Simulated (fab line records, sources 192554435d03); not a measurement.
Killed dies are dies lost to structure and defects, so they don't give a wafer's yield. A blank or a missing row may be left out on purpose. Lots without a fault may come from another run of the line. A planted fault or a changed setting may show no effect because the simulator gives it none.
Which tool did it? | flow n5_finfet | 22 lots, 66 wafers sampled, at 5 steps of a route of 1938

WHAT THE GAUGES READ, wafer by wafer
N5_BEOL_M1_INSPECT_59: inspects for defects (darkfield). Usual: raw_defect_count 70, standard deviation 25.
lot  | measured     | on                | raw_defect_count | flag
L074 | day 6 15:54  | defect_inspect-01 | 57 89 55         |
L075 | day 7 00:53  | defect_inspect-02 | 69 101 63        |
L076 | day 7 17:52  | defect_inspect-02 | 57 70 70         |
L077 | day 7 19:19  | defect_inspect-01 | 68 99 75         |
L078 | day 7 22:52  | defect_inspect-01 | 51 73 39         |
L079 | day 7 23:05  | defect_inspect-02 | 126 84 92        |
L080 | day 8 00:55  | defect_inspect-02 | 36 44 98         |
L081 | day 8 11:28  | defect_inspect-01 | 77 51 60         |
L082 | day 8 13:32  | defect_inspect-02 | 72 71 104        |
L083 | day 8 16:14  | defect_inspect-01 | 58 47 52         |
L084 | day 9 01:33  | defect_inspect-02 | 65 76 65         |
L085 | day 9 07:13  | defect_inspect-01 | 64 82 45         |
L086 | day 9 09:12  | defect_inspect-02 | 80 98 63         |
L087 | day 9 19:53  | defect_inspect-02 | 69 52 59         |
L089 | day 10 09:58 | defect_inspect-02 | 108 131 52       |
L090 | day 10 18:02 | defect_inspect-01 | 57 80 50         |
L091 | day 10 21:23 | defect_inspect-02 | 155 74 78        |
L092 | day 11 00:31 | defect_inspect-02 | 75 46 88         |
L093 | day 11 08:08 | defect_inspect-02 | 58 35 102        |
L095 | day 11 18:04 | defect_inspect-02 | 74 84 75         |
L096 | day 12 02:08 | defect_inspect-01 | 48 62 35         |
L094 | day 12 07:45 | defect_inspect-01 | 84 88 88         |

N5_BEOL_M2_CD_MEAS_11: target cd 16.79 nm. Usual: cd_nm 16.73 nm, standard deviation 0.24.
lot  | measured     | on        | cd_nm (nm)        | flag
L074 | day 6 18:09  | cd_sem-01 | 16.56 16.81 16.53 |
L075 | day 7 02:17  | cd_sem-02 | 16.84 17.16 16.94 |
L076 | day 7 18:57  | cd_sem-02 | 16.50 16.87 16.48 |
L077 | day 7 20:07  | cd_sem-03 | 17.07 16.79 17.33 |
L078 | day 8 01:29  | cd_sem-01 | 16.49 16.90 16.83 |
L079 | day 8 01:42  | cd_sem-01 | 16.69 16.55 16.87 |
L080 | day 8 02:05  | cd_sem-02 | 16.82 16.75 16.78 |
L081 | day 8 12:28  | cd_sem-01 | 16.86 16.81 17.09 |
L082 | day 8 15:48  | cd_sem-01 | 16.55 16.69 16.72 |
L083 | day 8 17:47  | cd_sem-02 | 16.83 16.26 16.68 |
L084 | day 9 02:38  | cd_sem-02 | 16.55 16.80 16.85 |
L085 | day 9 08:43  | cd_sem-02 | 16.40 16.74 17.05 |
L086 | day 9 10:23  | cd_sem-03 | 16.47 16.46 16.55 |
L087 | day 9 21:03  | cd_sem-01 | 16.56 16.82 16.57 |
L089 | day 10 12:20 | cd_sem-02 | 16.59 16.82 16.59 |
L090 | day 10 20:49 | cd_sem-01 | 16.40 16.55 16.80 |
L091 | day 11 00:18 | cd_sem-01 | 16.29 17.11 16.54 |
L092 | day 11 02:25 | cd_sem-01 | 16.68 17.08 16.90 |
L093 | day 11 09:26 | cd_sem-02 | 16.69 16.66 16.62 |
L095 | day 11 22:10 | cd_sem-01 | 16.31 16.60 16.70 |
L096 | day 12 03:38 | cd_sem-03 | 16.73 16.91 16.69 |
L094 | day 12 08:38 | cd_sem-01 | 17.16 17.06 16.48 |

WHICH TOOL RAN EACH LOT (tool, then ch and the chambers of the sampled wafers, then the start)
lot  | N5_BEOL_M1_ETCH_77                 | N5_BEOL_M1_SPUTTER_48        | N5_BEOL_M1_CMP_52
L074 | rie_diel-03 ch 0,2,3, day 6 06:19  | pvd_sputter-02, day 6 12:58  | cmp-02 ch 0,1,3, day 6 15:16
L075 | rie_diel-02 ch 0,2,3, day 6 19:19  | pvd_sputter-01, day 6 22:03  | cmp-02 ch 2,3, day 7 00:20
L076 | rie_diel-02 ch 0,1,2, day 7 07:15  | pvd_sputter-01, day 7 15:02  | cmp-01 ch 0,2,3, day 7 17:22
L077 | rie_diel-04 ch 1,2,3, day 7 09:24  | pvd_sputter-03, day 7 16:16  | cmp-04 ch 1,2,3, day 7 18:40
L078 | rie_diel-03 ch 1,2,3, day 7 11:41  | pvd_sputter-02, day 7 20:02  | cmp-02 ch 0,2, day 7 22:17
L079 | rie_diel-03 ch 0,1,3, day 7 17:19  | pvd_sputter-03, day 7 20:14  | cmp-02 ch 0,3, day 7 22:31
L080 | rie_diel-02 ch 0,2,3, day 7 19:32  | pvd_sputter-03, day 7 22:05  | cmp-02 ch 0,1,3, day 8 00:20
L081 | rie_diel-04 ch 2,3, day 7 21:23    | pvd_sputter-01, day 8 08:37  | cmp-01 ch 0,3, day 8 10:53
L082 | rie_diel-03 ch 0,2,3, day 8 02:16  | pvd_sputter-01, day 8 10:28  | cmp-01 ch 1,2,3, day 8 13:00
L083 | rie_diel-02 ch 0,2,3, day 8 10:13  | pvd_sputter-01, day 8 13:25  | cmp-01 ch 1,2,3, day 8 15:40
L084 | rie_diel-02 ch 0,3, day 8 17:44    | pvd_sputter-02, day 8 22:42  | cmp-02 ch 1,2, day 9 00:57
L085 | rie_diel-04 ch 1,2, day 9 01:52    | pvd_sputter-02, day 9 04:23  | cmp-02 ch 0,1,2, day 9 06:45
L086 | rie_diel-02 ch 0,1,2, day 9 03:06  | pvd_sputter-02, day 9 06:21  | cmp-04 ch 0,3, day 9 08:37
L087 | rie_diel-04 ch 0,1,3, day 9 08:49  | pvd_sputter-01, day 9 17:03  | cmp-02 ch 0,1,3, day 9 19:18
L089 | rie_diel-03 ch 0,1,2, day 9 23:44  | pvd_sputter-01, day 10 07:07 | cmp-02 ch 0,1, day 10 09:22
L090 | rie_diel-03 ch 2,3, day 10 10:26   | pvd_sputter-01, day 10 15:07 | cmp-04 ch 0,3, day 10 17:29
L091 | rie_diel-03 ch 0,1,3, day 10 11:38 | pvd_sputter-03, day 10 18:25 | cmp-02 ch 0,3, day 10 20:41
L092 | rie_diel-04 ch 1,2,3, day 10 14:05 | pvd_sputter-02, day 10 21:41 | cmp-02 ch 1,2,3, day 10 23:56
L093 | rie_diel-04 ch 1,2,3, day 10 23:17 | pvd_sputter-01, day 11 05:19 | cmp-01 ch 0,1,3, day 11 07:34
L095 | rie_diel-04 ch 2,3, day 11 11:52   | pvd_sputter-01, day 11 15:10 | cmp-04 ch 2,3, day 11 17:29
L096 | rie_diel-04 ch 0,2,3, day 11 16:11 | pvd_sputter-02, day 11 23:17 | cmp-02 ch 0,3, day 12 01:33
L094 | rie_diel-03 ch 1,2,3, day 11 16:11 | pvd_sputter-03, day 12 04:55 | cmp-04 ch 0,2, day 12 07:12
- N5_BEOL_M1_ETCH_77: etches underlayer in N2/H2, target depth 6.5 nm, time 5.2 s.
- N5_BEOL_M1_SPUTTER_48: material Cu, target thk 4.5 nm, time 8.29 s.
- N5_BEOL_M1_CMP_52: polishes, stops on SiOC, t overpolish 6.8 s, target thk 40 nm.

WHAT THE TOOLS THEMSELVES READ (means of the sampled wafers that have a number; where no wafer has one, the mark that the record gives instead)
N5_BEOL_M1_ETCH_77. Usual: bias_w 150.0 W, standard deviation 0.37; drypump_motor_current_A 5.8 A, standard deviation 0.47; etch_rf_on_time_s 5.20 s, standard deviation 0.13; oes_product_au 0.68 a.u., standard deviation 0.082; rf_fwd_power_W 819.5 W, standard deviation 2.8; rf_vpp_V 525.1 V, standard deviation 2.5; showerhead_plenum_p_Torr 2.59 Torr, standard deviation 0.08; throttle_valve_pct 17.78 %, standard deviation 0.25.
lot  | tool        | bias_w (W) | drypump_motor_current_A (A) | etch_rf_on_time_s (s) | oes_product_au (a.u.) | rf_fwd_power_W (W) | rf_vpp_V (V) | showerhead_plenum_p_Torr (Torr) | throttle_valve_pct (%) | flag
L074 | rie_diel-03 | 149.9      | 5.5                         | 5.33                  | 0.71                  | 819.5              | 525.9        | 2.60                            | 17.75                  |
L075 | rie_diel-02 | 150.1      | 6.1                         | 5.12                  | 0.74                  | 819.0              | 526.3        | 2.62                            | 17.79                  |
L076 | rie_diel-02 | 149.7      | 5.7                         | 5.10                  | 0.72                  | 818.5              | 523.9        | 2.57                            | 17.72                  |
L077 | rie_diel-04 | 150.2      | 5.9                         | 5.18                  | 0.62                  | 817.4              | 527.1        | 2.64                            | 17.79                  |
L078 | rie_diel-03 | 150.3      | 5.6                         | 5.26                  | 0.70                  | 820.5              | 525.1        | 2.56                            | 17.76                  |
L079 | rie_diel-03 | 150.4      | 5.8                         | 5.30                  | 0.68                  | 822.4              | 524.0        | 2.55                            | 17.80                  |
L080 | rie_diel-02 | 150.0      | 6.1                         | 5.09                  | 0.73                  | 819.2              | 523.9        | 2.61                            | 17.80                  |
L081 | rie_diel-04 | 149.8      | 5.7                         | 5.12                  | 0.61                  | 820.8              | 526.1        | 2.63                            | 17.96                  |
L082 | rie_diel-03 | 150.4      | 5.5                         | 5.33                  | 0.69                  | 818.8              | 525.9        | 2.60                            | 17.76                  |
L083 | rie_diel-02 | 150.0      | 6.1                         | 5.14                  | 0.71                  | 818.7              | 526.4        | 2.61                            | 17.83                  |
L084 | rie_diel-02 | 149.8      | 5.6                         | 5.20                  | 0.66                  | 820.5              | 524.4        | 2.58                            | 18.05                  |
L085 | rie_diel-04 | 150.0      | 6.1                         | 5.26                  | 0.62                  | 820.8              | 526.6        | 2.64                            | 17.74                  |
L086 | rie_diel-02 | 150.0      | 5.7                         | 5.20                  | 0.69                  | 819.3              | 524.6        | 2.57                            | 17.77                  |
L087 | rie_diel-04 | 150.1      | 5.9                         | 5.13                  | 0.70                  | 819.3              | 525.8        | 2.59                            | 17.66                  |
L089 | rie_diel-03 | 150.1      | 5.6                         | 5.36                  | 0.64                  | 818.5              | 522.4        | 2.50                            | 17.91                  |
L090 | rie_diel-03 | 149.9      | 5.5                         | 5.23                  | 0.71                  | 818.3              | 527.6        | 2.64                            | 17.67                  |
L091 | rie_diel-03 | 149.7      | 5.9                         | 5.25                  | 0.66                  | 822.8              | 525.1        | 2.55                            | 17.82                  |
L092 | rie_diel-04 | 149.9      | 5.9                         | 5.12                  | 0.69                  | 818.5              | 526.7        | 2.62                            | 17.68                  |
L093 | rie_diel-04 | 150.0      | 5.9                         | 5.10                  | 0.69                  | 823.2              | 524.2        | 2.62                            | 17.68                  |
L095 | rie_diel-04 | 150.4      | 5.7                         | 5.10                  | 0.68                  | 821.2              | 526.9        | 2.62                            | 17.87                  |
L096 | rie_diel-04 | 149.7      | 5.7                         | 5.19                  | 0.67                  | 819.0              | 524.0        | 2.58                            | 17.84                  |
L094 | rie_diel-03 | 150.1      | 5.6                         | 5.26                  | 0.67                  | 820.3              | 523.4        | 2.55                            | 17.81                  |

N5_BEOL_M1_SPUTTER_48. Usual: substrate_temp_c -20.00 C, standard deviation 0.1; throttle_valve_pct 30.0 %, standard deviation 1.3.
lot  | tool           | substrate_temp_c (C) | throttle_valve_pct (%) | flag
L074 | pvd_sputter-02 | -19.97               | 29.3                   |
L075 | pvd_sputter-01 | -19.95               | 30.0                   |
L076 | pvd_sputter-01 | -20.09               | 29.9                   |
L077 | pvd_sputter-03 | -20.00               | 30.5                   |
L078 | pvd_sputter-02 | -19.93               | 32.1                   |
L079 | pvd_sputter-03 | -19.94               | 31.1                   |
L080 | pvd_sputter-03 | -19.97               | 29.1                   |
L081 | pvd_sputter-01 | -20.06               | 29.4                   |
L082 | pvd_sputter-01 | -20.07               | 29.7                   |
L083 | pvd_sputter-01 | -20.01               | 29.4                   |
L084 | pvd_sputter-02 | -20.07               | 30.6                   |
L085 | pvd_sputter-02 | -20.09               | 31.2                   |
L086 | pvd_sputter-02 | -19.98               | 30.8                   |
L087 | pvd_sputter-01 | -20.04               | 29.9                   |
L089 | pvd_sputter-01 | -20.09               | 30.4                   |
L090 | pvd_sputter-01 | -19.85               | 29.7                   |
L091 | pvd_sputter-03 | -19.96               | 29.4                   |
L092 | pvd_sputter-02 | -19.91               | 30.7                   |
L093 | pvd_sputter-01 | -20.07               | 30.0                   |
L095 | pvd_sputter-01 | -19.90               | 30.2                   |
L096 | pvd_sputter-02 | -20.06               | 28.8                   |
L094 | pvd_sputter-03 | -19.96               | 29.7                   |

N5_BEOL_M1_CMP_52. Usual: barrier_field_endpoint_s 24.9 s, standard deviation 0.73; head_pressure_psi 1.0000 psi, standard deviation 0.0022; motor_current_A 6.2 A, standard deviation 0.74; overpolish_run_s 6.800 s, standard deviation 0.0089; time_to_endpoint_s 64 s, standard deviation 4.
lot  | tool   | barrier_field_endpoint_s (s) | head_pressure_psi (psi) | motor_current_A (A) | overpolish_run_s (s) | time_to_endpoint_s (s) | flag
L074 | cmp-02 | 24.4                         | 1.0015                  | 6.3                 | 6.809                | 62                     |
L075 | cmp-02 | 24.6                         | 0.9953                  | 6.5                 | 6.809                | 63                     |
L076 | cmp-01 | 25.3                         | 0.9981                  | 5.8                 | 6.799                | 68                     |
L077 | cmp-04 | 25.1                         | 1.0003                  | 6.2                 | 6.803                | 66                     |
L078 | cmp-02 | 24.5                         | 1.0016                  | 6.9                 | 6.796                | 60                     |
L079 | cmp-02 | 24.1                         | 0.9984                  | 6.4                 | 6.803                | 58                     |
L080 | cmp-02 | 23.6                         | 1.0006                  | 6.2                 | 6.795                | 60                     |
L081 | cmp-01 | 25.9                         | 0.9991                  | 6.0                 | 6.796                | 70                     |
L082 | cmp-01 | 25.4                         | 1.0003                  | 5.6                 | 6.792                | 67                     |
L083 | cmp-01 | 25.4                         | 1.0020                  | 5.5                 | 6.803                | 65                     |
L084 | cmp-02 | 24.9                         | 1.0011                  | 6.6                 | 6.796                | 62                     |
L085 | cmp-02 | 24.1                         | 0.9991                  | 6.6                 | 6.799                | 61                     |
L086 | cmp-04 | 25.8                         | 0.9998                  | 4.9                 | 6.804                | 72                     |
L087 | cmp-02 | 24.7                         | 1.0006                  | 6.2                 | 6.802                | 65                     |
L089 | cmp-02 | 24.3                         | 1.0015                  | 6.8                 | 6.788                | 60                     |
L090 | cmp-04 | 25.7                         | 0.9992                  | 5.0                 | 6.797                | 71                     |
L091 | cmp-02 | 24.0                         | 1.0003                  | 6.1                 | 6.802                | 61                     |
L092 | cmp-02 | 25.1                         | 0.9985                  | 6.2                 | 6.805                | 66                     |
L093 | cmp-01 | 25.0                         | 0.9989                  | 5.7                 | 6.809                | 64                     |
L095 | cmp-04 | 25.3                         | 1.0009                  | 6.1                 | 6.800                | 66                     |
L096 | cmp-02 | 25.3                         | 1.0015                  | 6.7                 | 6.809                | 66                     |
L094 | cmp-04 | 25.8                         | 0.9995                  | 6.1                 | 6.795                | 66                     |

THE ANSWER, worked out from the rows above alone
Rule: a lot is off if the mean of its wafers that have a number lies more than 3 standard deviations from the usual mean. A lot without any number at a reading at which 4 lots or more have one is off too. The other lots that the step has rows for count as sound. The gauges are gone through in route order, then the tools' own readings, and for those a lot's mean is taken as printed above. The first step at which some lot is off is used, and at that step the reading that is off furthest; a lot without a number counts as furthest.
No lot is off at any reading shown: from this, nothing can be told.

WHAT THE SIMULATOR HAD PUT IN
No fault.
